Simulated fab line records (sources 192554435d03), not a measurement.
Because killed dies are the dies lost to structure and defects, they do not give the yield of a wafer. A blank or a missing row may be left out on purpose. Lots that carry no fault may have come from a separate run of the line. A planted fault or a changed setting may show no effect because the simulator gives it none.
A struck lot beside a sound one || flow n5 finfet || 18 out of 1938 route steps
Sound: the wafers L452.1, L452.2, L452.4. Struck: wafer L459.6 (L459.1, L459.4, from the same lot, were not struck and are left out); the cause is given at the end.
For every step that has rows: the tool of each side, followed by ch and its chambers, followed by its first start. Under that, the readings that differ: sound wafers || struck wafers || difference of the means || sigmas: that difference in standard deviations of wafers without a fault.
alike: a reading whose means differ by less than 2 such deviations, as well as words and numbers matching on both sides. not compared: withheld readings; readings where some wafer has no value; bounds like >300 that might hide an equal value; numbers whose values overlap and for which the record gives no deviation.
A row with sigmas, a row that says differs or no value, or rows on one side alone: a step with any of these is where the two part. Numbers that have no deviation but don't overlap get no sigmas and don't part them. Lack of a reading on every wafer of one side parts them only where that side has two or more wafers.

first, 11 steps without rows for these wafers: N5_BEOL_M1_DESCUM_33 (chemistry O2, time 7 s); N5_BEOL_M1_ETCH_77 (etches underlayer in N2/H2, target depth 6.5 nm, time 5.2 s); N5_BEOL_M1_ETCH_69 (etches SiARC in CF4, target depth 15.6 nm, time 26 s); N5_BEOL_M1_ALD_98 (deposits SiO2, target thk 2.5 nm, pulse time 1 s, co reactant pulse time 1 s); N5_BEOL_M1_ETCHBACK_99 (etches SiO2 in CHF3, target depth 5 nm, time 10.4 s); N5_BEOL_M1_ETCH_70 (etches SOC in N2/H2, target depth 80 nm, overetch 16 nm, time 120 s); N5_BEOL_M1_STRIP_71 (strips in N2/H2); N5_BEOL_M1_STRIP_78 (strips in N2/H2); N5_BEOL_M1_VIA_ETCH_34 (etches the open film in C4F6/O2, target depth 67.8 nm, time 64.4 s); N5_BEOL_M1_STRIP_83 (strips in C4F6/O2); N5_BEOL_M1_STRIP_36 (strips in N2/H2).
N5_BEOL_M1_TRENCH_ETCH_37: etches SiOC in C4F6/O2, target depth 55.207 nm, time 29 s.
  sound on rie diel-02 ch 0,1,2, day 9 01:57; struck on rie diel-02 ch 0, day 10 04:36
{"reading": "model.BEOL_M1.feature depth nm (nm)", "sound": "53.4 53.6 55", "struck": 45.8, "difference": -8.2, "sigmas": ""}
{"reading": "model.etch.depth nm (nm)", "sound": "53.33 53.6 54.97", "struck": 45.81, "difference": -8.16, "sigmas": ""}
{"reading": "model.TiN_of_BEOL_M1_HM_DEP_02.thk nm (nm)", "sound": "17.8 17.4 17.8", "struck": 18.6, "difference": "+0.9", "sigmas": ""}
  alike: chamber pressure mTorr, drypump motor current A, mfc ar sccm, oes product au, rf vpp V, showerhead plenum p Torr, throttle valve pct
  not compared: rf hours counter h
then, 2 steps without rows for these wafers: N5_BEOL_M1_ETCH_41 (etches SiCN in CH3F/O2, target depth 31.9 nm, time 57.8 s); N5_BEOL_M1_STRIP_97 (strips in N2/H2, time 10 s).
N5_BEOL_M1_OCD_MEAS_38:
  sound: ocd-01 at day 9 02:07; struck: ocd-01 at day 10 04:46
{"reading": "trench depth nm (nm)", "sound": "53.1 53.4 55.0", "struck": 45.6, "difference": -8.2, "sigmas": -6}
then, 1 step without rows for these wafers: N5_BEOL_M1_HM_STRIP_39 (strips TiN in peroxide tin strip, target depth 25 nm, time 158 s).
N5_BEOL_M4_RC_MEAS_101:
  sound on prober-01 ch 0, day 10 19:35; struck on prober-01 ch 0, day 12 01:52
  alike: DIBL_N, DIBL_P, IOFF_N, IOFF_P, ION_N, ION_P, SS_N, SS_P, VT_N, VT_P
then, 1 step without rows for these wafers: N5_PASSIVATION_PROBE_49.

WHERE THEY PART
N5_BEOL_M1_OCD_MEAS_38 only, going by this record. Later steps at which nothing parts them and some readings are alike: N5_BEOL_M4_RC_MEAS_101.

WHY: whatever the simulator had introduced
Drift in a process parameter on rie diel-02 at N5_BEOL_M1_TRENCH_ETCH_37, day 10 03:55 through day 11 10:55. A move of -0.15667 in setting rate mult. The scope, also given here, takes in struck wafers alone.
